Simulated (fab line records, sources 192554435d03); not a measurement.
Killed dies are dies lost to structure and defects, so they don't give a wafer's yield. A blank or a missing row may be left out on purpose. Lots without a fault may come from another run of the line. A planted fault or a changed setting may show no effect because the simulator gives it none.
Split-lot experiment | flow n5_finfet | 7 lots, 39 wafers read, on a route of 1938 steps

THE SPLIT
At N5_DUMMY_GATE_ETCH_42 (etches SiO2 in CHF3/O2, target depth 3.5 nm, time 31 s), the setting bias_w was moved away from the recipe's 12 W on 15 of the 39 wafers read, by -13.3% to +17.9%. The other wafers ran this setting at the recipe's value.

The reading is taken at the split's own step.

THE READING
rf_vpp_V, in V, at N5_DUMMY_GATE_ETCH_42 (etches SiO2 in CHF3/O2, target depth 3.5 nm, time 31 s). Fault-free wafers of this fab line usually give 42.4 V, standard deviation 1.2 V.

wafer  | tool, chamber at the split | bias_w as run, W | against the recipe | rf_vpp_V, V | against lot-mates on the recipe
L077.1 | rie_diel-04, 3             | 12               | recipe             | 42.3        | -
L077.2 | rie_diel-04, 2             | 12               | recipe             | 41.0        | -
L077.6 | rie_diel-04, 2             | 12               | recipe             | 38.4        | -
L078.1 | rie_diel-01, 1             | 13.83            | +15.3%             | 46.3        | +3.6
L078.2 | rie_diel-01, 0             | 13.83            | +15.3%             | 47.2        | +4.5
L078.3 | rie_diel-01, 2             | 13.83            | +15.3%             | 48.1        | +5.4
L078.4 | rie_diel-01, 3             | 12               | recipe             | 42.7        | -
L078.5 | rie_diel-01, 0             | 12               | recipe             | 43.6        | -
L078.6 | rie_diel-01, 1             | 12               | recipe             | 41.7        | -
L084.1 | rie_diel-03, 2             | 12               | recipe             | 41.9        | -
L084.2 | rie_diel-03, 1             | 12               | recipe             | 42.2        | -
L084.3 | rie_diel-03, 0             | 12               | recipe             | 41.9        | -
L084.4 | rie_diel-03, 3             | 12               | recipe             | 43.4        | -
L084.5 | rie_diel-03, 1             | 12               | recipe             | 42.9        | -
L084.6 | rie_diel-03, 0             | 12               | recipe             | 41.5        | -
L085.1 | rie_diel-01, 3             | 12               | recipe             | 42.0        | -
L085.2 | rie_diel-01, 1             | 13.04            | +8.7%              | 42.7        | +0.5
L085.3 | rie_diel-01, 0             | 12               | recipe             | 41.8        | -
L085.4 | rie_diel-01, 0             | 12               | recipe             | 42.8        | -
L085.5 | rie_diel-01, 1             | 13.04            | +8.7%              | 44.2        | +2.0
L085.6 | rie_diel-01, 3             | 13.04            | +8.7%              | 44.3        | +2.1
L087.1 | rie_diel-03, 3             | 12               | recipe             | 41.2        | -
L087.2 | rie_diel-03, 2             | 14.15            | +17.9%             | 46.9        | +4.7
L087.3 | rie_diel-03, 1             | 14.15            | +17.9%             | 48.4        | +6.2
L087.4 | rie_diel-03, 0             | 12               | recipe             | 41.0        | -
L087.5 | rie_diel-03, 0             | 14.15            | +17.9%             | 47.7        | +5.5
L087.6 | rie_diel-03, 3             | 12               | recipe             | 44.4        | -
L090.1 | rie_diel-03, 2             | 10.4             | -13.3%             | 38.3        | -4.7
L090.2 | rie_diel-03, 0             | 12               | recipe             | 42.0        | -
L090.3 | rie_diel-03, 1             | 10.4             | -13.3%             | 38.7        | -4.3
L090.4 | rie_diel-03, 3             | 12               | recipe             | 43.7        | -
L090.5 | rie_diel-03, 3             | 12               | recipe             | 43.2        | -
L090.6 | rie_diel-03, 0             | 10.4             | -13.3%             | 37.7        | -5.3
L096.1 | rie_diel-01, 3             | 12               | recipe             | 42.3        | -
L096.2 | rie_diel-01, 2             | 13.05            | +8.8%              | 45.8        | +3.0
L096.3 | rie_diel-01, 1             | 12               | recipe             | 41.2        | -
L096.4 | rie_diel-01, 2             | 12               | recipe             | 44.9        | -
L096.5 | rie_diel-01, 3             | 13.05            | +8.8%              | 44.7        | +1.9
L096.6 | rie_diel-01, 1             | 13.05            | +8.8%              | 44.9        | +2.1

THE FIT
A straight line over all 39 wafers: rf_vpp_V changes by +0.301 V for each +1% of bias_w; r = +0.90; the points scatter about the line by 1.2 V.
The same after taking each lot's own level away (the mean of its wafers on the recipe; 39 wafers): +0.306 V for each +1%; r = +0.92; scatter 1 V.
On that fit, the largest move of bias_w shifts the reading by 5.5 V.
The lots' own levels span 40.57 to 42.97 V, that is 2.0 times the standard deviation above.
So the lot-to-lot level changes the slope little: the two slopes agree.
Check: with one of the wafers moved furthest among these (+17.9%) left out of the fit, the line predicts +5.4 V for it against its lot-mates. It came out at +4.7 V against them.
Tool readings at the split's step, against how far the setting was moved: rf_vpp_V r = +0.90.

OTHER SPLITS ON THESE WAFERS
These wafers also went through other splits before the reading. Each is held against what the fit with the lots' levels taken away leaves over:
other split on the same wafers        | wafers away from the commonest value | r with rf_vpp_V (lot level and that fit taken away)
N5_WELL_APT_IMPLANT_15 energy_kev     | 18                                   | +0.16
N5_PMOS_HMC_CHANNEL_EPI_EPI_20 temp_c | 12                                   | -0.18

THE FILE'S OWN FIT
rf_vpp_V changes by +0.3 V for each +1% of bias_w, r = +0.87.
